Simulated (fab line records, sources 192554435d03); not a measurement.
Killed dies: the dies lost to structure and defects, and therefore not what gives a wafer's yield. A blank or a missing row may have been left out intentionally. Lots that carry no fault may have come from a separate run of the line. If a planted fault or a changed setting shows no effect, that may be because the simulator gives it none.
fab line records	flow n5-finfet
record: lots: 24	wafers: 72	last-day: 19
route steps=1938 shown BEOL_M14@1772 BEOL_M15@1785
lots with no fault: from the same line, run without faults
start-h: the number of hours between the record's first day and the start of the first shown wafer of the lot	wait-h: hours from the lot's prior step to this one	" as in the row above	L1.1+2: a row that stands for several wafers	- value missing, or start not given	* or withheld: withheld	< > ~ a bound
route shown NAME@n: NAME is a module with steps in the file, n the number in the route of the first one	usual: mean and standard deviation over wafers with no fault	same: alike in all rows	chamber/n: place in a boat	sites: the reading at each site	_std_site: how widely they spread, as a standard deviation	_edge_site: outer sites' mean less inner sites'	radius-mm: for every site, how far away it sits from the centre of the wafer	mask NAME#n: copy n	behind: the most recent tool/chamber to have shaped the wafer	hold: the reason the lot was held/the length of the hold in hours/how it ended	device: names the non-switching transistor (n, p or np)	end of line: tests run on the same wafers once the route is complete	a step without rows: its recipe alone	killed: the dies lost at the first sort to structure and to defects; this is not the yield of the wafer	map: per-die view of a wafer (x killed, . not killed, _ where there is no die)
set.NAME: the setting as run; set.NAME@STEP: as run at that earlier step	model.NAME: the simulator's own value behind a step, which no gauge read
one table for each step of the route and one row for each wafer, over a sample of lots
services: a tool's chamber out of use, with start hour (start-h, from the record's first day; less than 0 if before it), hours out, and reason
== steps ==
step: N5_BEOL_M14_INSPECT_55
recipe: inspect-instrument: darkfield	mode: post-dep
usual: raw-defect-count: 65/19
lot.wafer	tool	chamber	start-h	wait-h	raw-defect-count
L075.2	defect-inspect-01	-	283.02	0.0	78
L075.4	"	-	"	"	88
L075.6	"	-	"	"	90
L074.1	defect-inspect-02	-	285.66	0.0	91
L074.4	"	-	"	"	65
L074.6	"	-	"	"	110
L076.3	defect-inspect-01	-	287.49	0.0	89
L076.4	"	-	"	"	62
L076.6	"	-	"	"	80
L077.4	defect-inspect-02	-	299.08	0.0	93
L077.5	"	-	"	"	59
L077.6	"	-	"	"	75
L078.1	defect-inspect-01	-	300.39	0.0	42
L078.3	"	-	"	"	43
L078.5	"	-	"	"	46
L079.2	defect-inspect-02	-	314.04	0.0	80
L079.5	"	-	"	"	71
L079.6	"	-	"	"	72
L081.3	defect-inspect-02	-	314.32	0.0	64
L081.5	"	-	"	"	94
L081.6	"	-	"	"	50
L080.1	defect-inspect-01	-	321.01	0.0	60
L080.2	"	-	"	"	41
L080.4	"	-	"	"	72
L082.1	defect-inspect-02	-	322.01	0.0	56
L082.3	"	-	"	"	35
L082.4	"	-	"	"	38
L083.1	defect-inspect-01	-	324.52	0.0	51
L083.4	"	-	"	"	49
L083.6	"	-	"	"	78
L084.1	defect-inspect-02	-	329.42	0.0	47
L084.3	"	-	"	"	68
L084.4	"	-	"	"	62
L085.2	defect-inspect-01	-	346.99	0.0	67
L085.4	"	-	"	"	43
L085.5	"	-	"	"	50
L086.1	defect-inspect-02	-	358.77	0.0	67
L086.2	"	-	"	"	48
L086.3	"	-	"	"	66
L089.1	defect-inspect-01	-	362.55	0.0	47
L089.3	"	-	"	"	79
L089.6	"	-	"	"	60
L088.1	defect-inspect-02	-	373.49	0.0	73
L088.3	"	-	"	"	59
L088.4	"	-	"	"	60
L091.1	defect-inspect-02	-	373.76	0.0	63
L091.3	"	-	"	"	65
L091.4	"	-	"	"	73
L087.2	defect-inspect-02	-	379.26	0.0	55
L087.4	"	-	"	"	40
L087.6	"	-	"	"	55
L090.1	defect-inspect-02	-	391.60	0.0	46
L090.2	"	-	"	"	49
L090.4	"	-	"	"	55
L092.2	defect-inspect-02	-	396.07	0.0	26
L092.3	"	-	"	"	68
L092.5	"	-	"	"	69
L093.1	defect-inspect-01	-	411.42	0.0	45
L093.2	"	-	"	"	42
L093.6	"	-	"	"	78
L095.1	defect-inspect-01	-	411.54	0.0	58
L095.2	"	-	"	"	74
L095.3	"	-	"	"	90
L094.2	defect-inspect-01	-	412.12	0.0	52
L094.5	"	-	"	"	55
L094.6	"	-	"	"	38
L096.1	defect-inspect-02	-	431.33	0.0	58
L096.2	"	-	"	"	46
L096.6	"	-	"	"	31
L097.1	defect-inspect-01	-	439.67	0.0	47
L097.3	"	-	"	"	53
L097.5	"	-	"	"	70
step: N5_BEOL_M15_INSPECT_12
recipe: mode: adi	inspect-instrument: macro
usual: raw-defect-count: 1.9/1.3
lot.wafer	tool	chamber	start-h	wait-h	raw-defect-count
L075.2	defect-inspect-01	-	283.78	0.0	2
L075.4	"	-	"	"	1
L075.6	"	-	"	"	0
L074.1	defect-inspect-01	-	286.30	0.0	4
L074.4	"	-	"	"	2
L074.6	"	-	"	"	0
L076.3	defect-inspect-01	-	288.16	0.0	1
L076.4	"	-	"	"	1
L076.6	"	-	"	"	2
L077.4	defect-inspect-02	-	299.73	0.0	5
L077.5	"	-	"	"	3
L077.6	"	-	"	"	3
L078.1	defect-inspect-01	-	301.03	0.0	0
L078.3	"	-	"	"	2
L078.5	"	-	"	"	2
L079.2	defect-inspect-02	-	314.68	0.0	1
L079.5	"	-	"	"	2
L079.6	"	-	"	"	1
L081.3	defect-inspect-01	-	315.09	0.0	7
L081.5	"	-	"	"	1
L081.6	"	-	"	"	2
L080.1	defect-inspect-01	-	322.35	0.0	1
L080.2	"	-	"	"	2
L080.4	"	-	"	"	0
L082.1	defect-inspect-02	-	322.79	0.0	3
L082.3	"	-	"	"	3
L082.4	"	-	"	"	1
L083.1	defect-inspect-01	-	325.29	0.0	3
L083.4	"	-	"	"	2
L083.6	"	-	"	"	1
L084.1	defect-inspect-02	-	330.19	0.0	4
L084.3	"	-	"	"	3
L084.4	"	-	"	"	1
L085.2	defect-inspect-01	-	347.63	0.0	4
L085.4	"	-	"	"	3
L085.5	"	-	"	"	2
L086.1	defect-inspect-02	-	359.55	0.0	2
L086.2	"	-	"	"	2
L086.3	"	-	"	"	1
L089.1	defect-inspect-02	-	363.30	0.0	3
L089.3	"	-	"	"	4
L089.6	"	-	"	"	1
L088.1	defect-inspect-01	-	374.27	0.0	2
L088.3	"	-	"	"	2
L088.4	"	-	"	"	3
L091.1	defect-inspect-02	-	374.54	0.0	1
L091.3	"	-	"	"	1
L091.4	"	-	"	"	1
L087.2	defect-inspect-01	-	379.91	0.0	1
L087.4	"	-	"	"	2
L087.6	"	-	"	"	1
L090.1	defect-inspect-02	-	392.37	0.0	2
L090.2	"	-	"	"	3
L090.4	"	-	"	"	2
L092.2	defect-inspect-01	-	396.82	0.0	2
L092.3	"	-	"	"	2
L092.5	"	-	"	"	2
L093.1	defect-inspect-02	-	412.30	0.0	2
L093.2	"	-	"	"	3
L093.6	"	-	"	"	2
L095.1	defect-inspect-01	-	412.46	0.0	1
L095.2	"	-	"	"	4
L095.3	"	-	"	"	3
L094.2	defect-inspect-02	-	412.89	0.0	6
L094.5	"	-	"	"	2
L094.6	"	-	"	"	3
L096.1	defect-inspect-01	-	432.10	0.0	3
L096.2	"	-	"	"	4
L096.6	"	-	"	"	2
L097.1	defect-inspect-02	-	440.45	0.0	1
L097.3	"	-	"	"	3
L097.5	"	-	"	"	3
step: N5_BEOL_M15_STRIP_63
recipe: chemistry: O2	power-w: 600	temp-c: 60	pressure-mtorr: 30	rf-frequency-hz: 6e+07	bias-power-w: 0	overash-fraction: 0.3	o2-flow-sccm: 225
usual: drypump-motor-current-A: 6.1/0.45	oes-product-au: 0.80/0.11	rf-vpp-V: 3.6/0.77	showerhead-plenum-p-Torr: 2.08/0.1	throttle-valve-pct: 16.68/0.27
lot.wafer	tool	chamber	start-h	wait-h	drypump-motor-current-A	oes-product-au	rf-hours-counter-h	rf-vpp-V	showerhead-plenum-p-Torr	throttle-valve-pct
L075.2	rie-diel-02	0	-	-	6.7	0.89	36	4.0	2.24	16.31
L075.4	"	2	"	"	6.7	0.76	150	3.5	1.94	16.82
L075.6	"	0	"	"	6.8	0.90	-	2.8	2.24	16.28
L074.1	rie-diel-06	0	-	-	6.0	0.92	21	4.5	2.06	16.32
L074.4	"	0	"	"	6.0	0.93	-	3.3	2.06	16.33
L074.6	"	1	"	"	6.0	0.76	-	2.7	1.93	16.61
L076.3	rie-diel-06	2	-	-	5.6	0.70	198	2.3	2.17	16.82
L076.4	"	0	"	"	6.0	0.91	-	2.0	2.06	16.33
L076.6	"	2	"	"	5.6	0.69	-	3.8	2.17	16.83
L077.4	rie-diel-06	2	-	-	5.6	0.70	201	4.7	2.17	16.82
L077.5	"	2	"	"	5.6	0.70	-	3.6	2.17	16.84
L077.6	"	1	"	"	6.0	0.76	-	2.4	1.93	16.61
L078.1	rie-diel-01	0	-	-	5.9	0.72	233	2.7	2.06	17.10
L078.3	"	1	"	"	5.6	0.68	248	3.1	2.06	17.26
L078.5	"	0	"	"	5.8	0.73	-	4.5	2.06	17.11
L079.2	rie-diel-06	0	-	-	6.0	0.90	31	4.5	2.06	16.35
L079.5	"	2	"	"	5.6	0.69	-	3.5	2.16	16.81
L079.6	"	1	"	"	6.0	0.76	-	3.0	1.93	16.62
L081.3	rie-diel-06	1	-	-	6.0	0.76	156	3.4	1.93	16.62
L081.5	"	0	"	"	6.0	0.91	-	3.9	2.06	16.31
L081.6	"	3	"	"	6.6	0.98	-	4.0	2.23	16.50
L080.1	rie-diel-01	3	-	-	6.3	0.98	11	3.4	2.06	16.33
L080.2	"	0	"	"	5.9	0.71	243	4.1	2.06	17.11
L080.4	"	0	"	"	5.9	0.70	-	3.4	2.06	17.13
L082.1	rie-diel-02	2	-	-	6.7	0.73	162	4.6	1.94	16.80
L082.3	"	0	"	"	6.8	0.87	47	3.4	2.24	16.34
L082.4	"	2	"	"	6.7	0.75	-	4.1	1.94	16.78
L083.1	rie-diel-02	0	-	-	6.8	0.86	48	4.7	2.24	16.34
L083.4	"	2	"	"	6.6	0.73	-	2.7	1.94	16.82
L083.6	"	3	"	"	6.2	0.69	-	2.5	1.99	17.19
L084.1	rie-diel-06	0	-	-	6.0	0.89	36	3.7	2.05	16.38
L084.3	"	2	"	"	5.6	0.69	212	4.1	2.16	16.83
L084.4	"	1	"	"	6.0	0.74	161	3.4	1.93	16.64
L085.2	rie-diel-02	3	-	-	6.2	0.68	217	2.9	1.99	17.17
L085.4	"	0	"	"	6.8	0.86	55	4.0	2.23	16.34
L085.5	"	1	"	"	5.6	0.72	-	3.8	2.18	16.78
L086.1	rie-diel-01	1	-	-	5.5	0.95	8	3.9	2.06	16.81
L086.2	"	3	"	"	6.3	0.97	22	3.7	2.06	16.34
L086.3	"	2	"	"	5.4	0.73	161	3.6	2.11	16.83
L089.1	rie-diel-06	2	-	-	5.6	0.70	221	2.9	2.16	16.84
L089.3	"	3	"	"	6.6	0.93	22	4.0	2.22	16.53
L089.6	"	1	"	"	6.0	0.74	-	3.4	1.92	16.64
L088.1	rie-diel-01	1	-	-	5.5	0.94	13	2.7	2.06	16.84
L088.3	"	2	"	"	5.4	0.74	166	3.3	2.11	16.82
L088.4	"	3	"	"	6.3	0.95	-	4.9	2.05	16.36
L091.1	rie-diel-02	2	-	-	6.7	0.72	177	3.0	1.93	16.86
L091.3	"	3	"	"	6.2	0.67	225	5.5	1.99	17.23
L091.4	"	0	"	"	6.8	0.83	64	2.6	2.23	16.39
L087.2	rie-diel-06	3	-	-	6.7	0.91	27	4.1	2.22	16.51
L087.4	"	2	"	"	5.6	0.68	226	4.8	2.16	16.86
L087.6	"	2	"	"	5.6	0.68	-	4.3	2.16	16.86
L090.1	rie-diel-01	3	-	-	6.3	0.94	32	4.9	2.05	16.35
L090.2	"	0	"	"	5.9	0.92	7	4.3	2.06	16.63
L090.4	"	1	"	"	5.5	0.93	19	4.2	2.06	16.84
L092.2	rie-diel-02	1	-	-	5.5	0.71	206	3.0	2.18	16.79
L092.3	"	0	"	"	6.7	0.85	69	2.1	2.23	16.39
L092.5	"	0	"	"	6.7	0.84	-	3.8	2.23	16.37
L093.1	rie-diel-02	2	-	-	6.7	0.72	187	4.5	1.93	16.86
L093.2	"	1	"	"	5.5	0.71	210	2.9	2.17	16.80
L093.6	"	1	"	"	5.5	0.71	-	4.5	2.17	16.81
L095.1	rie-diel-01	3	-	-	6.3	0.93	38	4.1	2.05	16.37
L095.2	"	2	"	"	5.4	0.71	177	4.8	2.11	16.88
L095.3	"	1	"	"	5.5	0.92	25	4.5	2.05	16.85
L094.2	rie-diel-02	2	-	-	6.7	0.72	188	4.1	1.93	16.85
L094.5	"	1	"	"	5.5	0.70	-	3.1	2.17	16.84
L094.6	"	2	"	"	6.7	0.71	-	3.9	1.93	16.87
L096.1	rie-diel-06	3	-	-	6.6	0.91	42	4.0	2.22	16.56
L096.2	"	2	"	"	5.6	0.67	241	2.4	2.15	16.90
L096.6	"	3	"	"	6.6	0.90	-	5.2	2.22	16.56
L097.1	rie-diel-02	0	-	-	6.8	0.83	80	4.0	2.23	16.40
L097.3	"	3	"	"	6.2	0.65	243	3.4	1.98	17.22
L097.5	"	0	"	"	6.7	0.83	-	2.7	2.23	16.42
step: N5_BEOL_M15_INSPECT_30
recipe: mode: adi	inspect-instrument: macro
usual: raw-defect-count: 1.9/1.4
lot.wafer	tool	chamber	start-h	wait-h	raw-defect-count
L075.2	defect-inspect-02	-	285.60	0.0	0
L075.4	"	-	"	"	3
L075.6	"	-	"	"	3
L074.1	defect-inspect-01	-	288.04	0.0	2
L074.4	"	-	"	"	0
L074.6	"	-	"	"	1
L076.3	defect-inspect-02	-	289.77	0.0	3
L076.4	"	-	"	"	3
L076.6	"	-	"	"	3
L077.4	defect-inspect-01	-	301.32	0.0	4
L077.5	"	-	"	"	3
L077.6	"	-	"	"	0
L078.1	defect-inspect-01	-	302.77	0.0	2
L078.3	"	-	"	"	1
L078.5	"	-	"	"	1
L079.2	defect-inspect-02	-	316.26	0.0	2
L079.5	"	-	"	"	4
L079.6	"	-	"	"	0
L081.3	defect-inspect-01	-	316.55	0.0	5
L081.5	"	-	"	"	3
L081.6	"	-	"	"	1
L080.1	defect-inspect-01	-	323.86	0.0	1
L080.2	"	-	"	"	2
L080.4	"	-	"	"	2
L082.1	defect-inspect-02	-	324.47	0.0	1
L082.3	"	-	"	"	2
L082.4	"	-	"	"	2
L083.1	defect-inspect-01	-	326.87	0.0	1
L083.4	"	-	"	"	2
L083.6	"	-	"	"	3
L084.1	defect-inspect-01	-	332.35	0.0	1
L084.3	"	-	"	"	2
L084.4	"	-	"	"	2
L085.2	defect-inspect-02	-	349.96	0.0	5
L085.4	"	-	"	"	1
L085.5	"	-	"	"	1
L086.1	defect-inspect-01	-	361.01	0.0	1
L086.2	"	-	"	"	0
L086.3	"	-	"	"	3
L089.1	defect-inspect-01	-	364.89	0.0	0
L089.3	"	-	"	"	0
L089.6	"	-	"	"	0
L088.1	defect-inspect-02	-	376.21	0.0	2
L088.3	"	-	"	"	0
L088.4	"	-	"	"	4
L091.1	defect-inspect-01	-	376.25	0.0	4
L091.3	"	-	"	"	2
L091.4	"	-	"	"	5
L087.2	defect-inspect-02	-	381.37	0.0	2
L087.4	"	-	"	"	3
L087.6	"	-	"	"	3
L090.1	defect-inspect-01	-	394.12	0.0	2
L090.2	"	-	"	"	3
L090.4	"	-	"	"	0
L092.2	defect-inspect-01	-	398.28	0.0	0
L092.3	"	-	"	"	3
L092.5	"	-	"	"	1
L093.1	defect-inspect-02	-	414.14	0.0	1
L093.2	"	-	"	"	2
L093.6	"	-	"	"	0
L095.1	defect-inspect-02	-	414.30	0.0	2
L095.2	"	-	"	"	1
L095.3	"	-	"	"	1
L094.2	defect-inspect-01	-	414.86	0.0	0
L094.5	"	-	"	"	2
L094.6	"	-	"	"	4
L096.1	defect-inspect-01	-	433.69	0.0	2
L096.2	"	-	"	"	3
L096.6	"	-	"	"	3
L097.1	defect-inspect-02	-	442.03	0.0	3
L097.3	"	-	"	"	2
L097.5	"	-	"	"	4
step: N5_BEOL_M15_DEGAS_41
recipe: ambient: vacuum	temp-c: 300	time-s: 60
usual: heater-power-w: 485/37
lot.wafer	tool	chamber	start-h	wait-h	heater-power-w
L075.2	pvd-sputter-02	-	287.56	0.1	473
L075.4	"	-	"	"	448
L075.6	"	-	"	"	463
L074.1	pvd-sputter-01	-	293.97	2.0	525
L074.4	"	-	"	"	493
L074.6	"	-	"	"	447
L076.3	pvd-sputter-03	-	298.77	0.3	491
L076.4	"	-	"	"	527
L076.6	"	-	"	"	489
L077.4	pvd-sputter-01	-	303.12	0.4	540
L077.5	"	-	"	"	449
L077.6	"	-	"	"	534
L078.1	pvd-sputter-03	-	303.71	0.0	494
L078.3	"	-	"	"	483
L078.5	"	-	"	"	497
L079.2	pvd-sputter-01	-	319.13	0.5	526
L079.5	"	-	"	"	523
L079.6	"	-	"	"	448
L081.3	pvd-sputter-02	-	319.48	0.1	531
L081.5	"	-	"	"	463
L081.6	"	-	"	"	444
L080.1	pvd-sputter-02	-	326.34	0.2	445
L080.2	"	-	"	"	493
L080.4	"	-	"	"	517
L082.1	pvd-sputter-01	-	326.40	0.2	534
L082.3	"	-	"	"	461
L082.4	"	-	"	"	535
L083.1	pvd-sputter-03	-	331.24	0.3	480
L083.4	"	-	"	"	497
L083.6	"	-	"	"	496
L084.1	pvd-sputter-03	-	341.91	0.1	492
L084.3	"	-	"	"	414
L084.4	"	-	"	"	499
L085.2	pvd-sputter-02	-	352.18	0.4	480
L085.4	"	-	"	"	449
L085.5	"	-	"	"	516
L086.1	pvd-sputter-02	-	365.40	0.4	526
L086.2	"	-	"	"	469
L086.3	"	-	"	"	479
L089.1	pvd-sputter-01	-	365.73	0.2	488
L089.3	"	-	"	"	530
L089.6	"	-	"	"	537
L088.1	pvd-sputter-03	-	378.85	1.7	410
L088.3	"	-	"	"	500
L088.4	"	-	"	"	476
L091.1	pvd-sputter-03	-	379.99	0.4	534
L091.3	"	-	"	"	489
L091.4	"	-	"	"	408
L087.2	pvd-sputter-01	-	383.12	0.6	533
L087.4	"	-	"	"	493
L087.6	"	-	"	"	527
L090.1	pvd-sputter-02	-	398.85	0.3	443
L090.2	"	-	"	"	438
L090.4	"	-	"	"	474
L092.2	pvd-sputter-03	-	399.34	0.3	523
L092.3	"	-	"	"	495
L092.5	"	-	"	"	405
L093.1	pvd-sputter-02	-	417.31	0.2	457
L093.2	"	-	"	"	462
L093.6	"	-	"	"	503
L095.1	pvd-sputter-02	-	417.63	0.4	445
L095.2	"	-	"	"	526
L095.3	"	-	"	"	458
L094.2	pvd-sputter-03	-	419.28	2.0	535
L094.5	"	-	"	"	495
L094.6	"	-	"	"	527
L096.1	pvd-sputter-01	-	435.50	0.2	527
L096.2	"	-	"	"	532
L096.6	"	-	"	"	526
L097.1	pvd-sputter-02	-	444.59	0.2	457
L097.3	"	-	"	"	457
L097.5	"	-	"	"	448
step: N5_BEOL_M15_CMP_49
recipe: stop-on: SiO2	t-overpolish-s: 4.9	down-force-psi: 2	platen-rpm: 80	clearing-platen-down-force-psi: 2	clearing-platen-rpm: 80	post-cmp-clean: cu-alkaline	target-thk-nm: 850	clearing-platen-pad-velocity-m-s: 1.5917	pad-velocity-m-s: 1.5917
usual: barrier-field-endpoint-s: 11.40/0.27	motor-current-A: 8.1/0.48	overpolish-run-s: 4.900/0.0094	platen-rpm: 79.99/0.046
lot.wafer	tool	chamber	start-h	wait-h	barrier-field-endpoint-s	motor-current-A	overpolish-run-s	platen-rpm
L075.4	cmp-03	3	288.84	0.2	11.09	7.7	4.898	80.02
L075.2	"	1	"	"	11.81	7.9	4.890	79.96
L075.6	"	2	"	"	11.71	8.5	4.912	80.03
L074.4	cmp-03	1	294.87	0.1	11.12	7.5	4.900	79.99
L074.1	"	0	"	"	10.84	8.2	4.903	79.97
L074.6	"	2	"	"	11.38	8.4	4.915	79.98
L076.4	cmp-04	1	299.66	0.1	11.81	7.6	4.895	80.09
L076.3	"	0	"	"	11.24	8.6	4.906	79.97
L076.6	"	2	"	"	11.91	8.3	4.916	79.99
L077.4	cmp-03	3	304.09	0.2	11.74	7.5	4.887	79.99
L077.5	"	2	"	"	11.62	8.2	4.904	79.99
L077.6	"	3	"	"	11.72	7.6	4.918	80.00
L078.1	cmp-04	2	304.65	0.3	11.59	8.8	4.896	80.00
L078.3	"	3	"	"	11.60	7.1	4.900	80.01
L078.5	"	2	"	"	11.83	8.3	4.910	80.07
L079.2	cmp-03	0	320.41	0.5	11.45	8.4	4.901	80.02
L079.5	"	1	"	"	11.51	7.8	4.901	80.03
L079.6	"	2	"	"	11.84	8.2	4.909	79.98
L081.3	cmp-03	3	320.96	0.3	11.68	7.7	4.895	80.00
L081.5	"	0	"	"	11.55	8.2	4.907	79.96
L081.6	"	1	"	"	11.83	7.7	4.912	80.04
L080.4	cmp-03	3	327.23	0.1	11.15	7.7	4.908	79.98
L080.2	"	0	"	"	10.94	8.4	4.885	79.96
L080.1	"	2	"	"	11.33	8.5	4.891	79.94
L082.3	cmp-04	1	327.30	0.2	11.58	8.1	4.896	80.01
L082.1	"	2	"	"	11.55	9.0	4.894	79.98
L082.4	"	0	"	"	11.29	8.5	4.882	80.02
L083.4	cmp-01	0	332.34	0.3	11.53	7.9	4.908	79.94
L083.1	"	1	"	"	11.38	7.2	4.915	80.06
L083.6	"	0	"	"	11.32	7.6	4.903	80.08
L084.4	cmp-04	3	343.08	0.1	11.11	7.2	4.901	80.00
L084.1	"	0	"	"	11.08	8.1	4.894	79.99
L084.3	"	2	"	"	11.38	8.8	4.920	79.97
L085.2	cmp-03	3	353.07	0.2	11.35	7.9	4.905	79.95
L085.4	"	2	"	"	11.33	7.7	4.890	80.00
L085.5	"	0	"	"	10.97	8.0	4.898	80.09
L086.2	cmp-01	3	366.29	0.2	11.25	8.6	4.897	79.95
L086.1	"	0	"	"	11.51	7.9	4.901	79.93
L086.3	"	1	"	"	11.47	7.5	4.906	79.97
L089.3	cmp-03	0	366.62	0.2	11.26	8.0	4.885	80.02
L089.1	"	1	"	"	11.57	8.0	4.903	79.97
L089.6	"	1	"	"	11.76	8.2	4.885	80.02
L088.4	cmp-03	2	381.34	0.1	11.33	8.5	4.895	80.01
L088.3	"	0	"	"	11.52	8.8	4.913	79.97
L088.1	"	1	"	"	11.51	8.1	4.898	79.95
L091.1	cmp-01	3	382.37	0.3	11.37	8.6	4.891	79.93
L091.4	"	0	"	"	11.53	8.1	4.908	79.90
L091.3	"	1	"	"	11.42	7.2	4.913	79.93
L087.2	cmp-03	3	384.35	0.2	11.87	8.1	4.887	80.03
L087.4	"	1	"	"	11.76	8.0	4.882	80.00
L087.6	"	3	"	"	11.59	7.2	4.897	79.94
L090.2	cmp-03	0	400.28	0.2	11.08	8.3	4.898	80.04
L090.4	"	1	"	"	11.12	8.3	4.913	80.03
L090.1	"	2	"	"	10.99	8.7	4.904	79.96
L092.2	cmp-03	3	402.80	0.2	11.23	7.7	4.893	80.01
L092.3	"	2	"	"	11.46	8.5	4.889	80.02
L092.5	"	0	"	"	11.26	8.1	4.905	79.98
L093.1	cmp-01	3	418.40	0.4	10.96	8.8	4.890	80.03
L093.2	"	1	"	"	11.60	7.5	4.913	80.00
L093.6	"	3	"	"	10.95	8.7	4.904	79.98
L095.1	cmp-01	3	418.62	0.3	10.71	8.0	4.916	79.98
L095.2	"	0	"	"	11.09	7.7	4.897	79.94
L095.3	"	2	"	"	11.25	7.7	4.896	80.07
L094.2	cmp-01	0	420.23	0.3	11.48	7.7	4.897	80.10
L094.6	"	3	"	"	11.17	8.6	4.876	79.98
L094.5	"	0	"	"	11.56	7.8	4.916	79.89
L096.2	cmp-04	3	437.13	0.2	11.37	7.7	4.883	80.08
L096.1	"	0	"	"	11.40	8.3	4.901	80.05
L096.6	"	0	"	"	11.32	7.8	4.895	80.00
L097.1	cmp-03	3	445.52	0.3	11.27	7.5	4.897	79.98
L097.3	"	1	"	"	11.14	7.8	4.890	79.96
L097.5	"	3	"	"	11.41	8.2	4.903	80.01
== services ==
tool	chamber	start-h	hours	kind
rie-diel-06	3	274.05	-	clean
rie-diel-06	3	274.05	-	consumable-replace:focus-ring
rie-diel-06	3	274.05	-	consumable-replace:showerhead
rie-diel-06	3	274.05	15.7	scheduled-down
rie-diel-06	3	274.05	15.7	vent-cycle
rie-diel-01	3	276.59	-	clean
rie-diel-01	3	276.59	-	consumable-replace:focus-ring
cmp-03	-	282.95	0.6	repair
cmp-01	-	290.19	6.8	pm
rie-diel-01	1	305.06	-	clean
rie-diel-01	1	305.06	-	consumable-replace:focus-ring
cmp-01	-	325.73	2.3	repair
cmp-04	-	327.59	0.5	repair
rie-diel-01	1	329.54	2.5	repair
cmp-04	-	331.92	0.5	repair
rie-diel-01	-	345.20	2.8	pm
cmp-01	-	345.33	1.5	repair
cmp-01	-	348.51	0.6	repair
cmp-04	-	351.33	1.1	repair
cmp-04	-	371.55	56.6	repair
cmp-03	-	391.14	0.5	repair
rie-diel-01	0	408.56	21.0	repair
rie-diel-02	-	436.50	2.0	repair
rie-diel-06	0	442.75	2.5	repair
== key ==
fault none
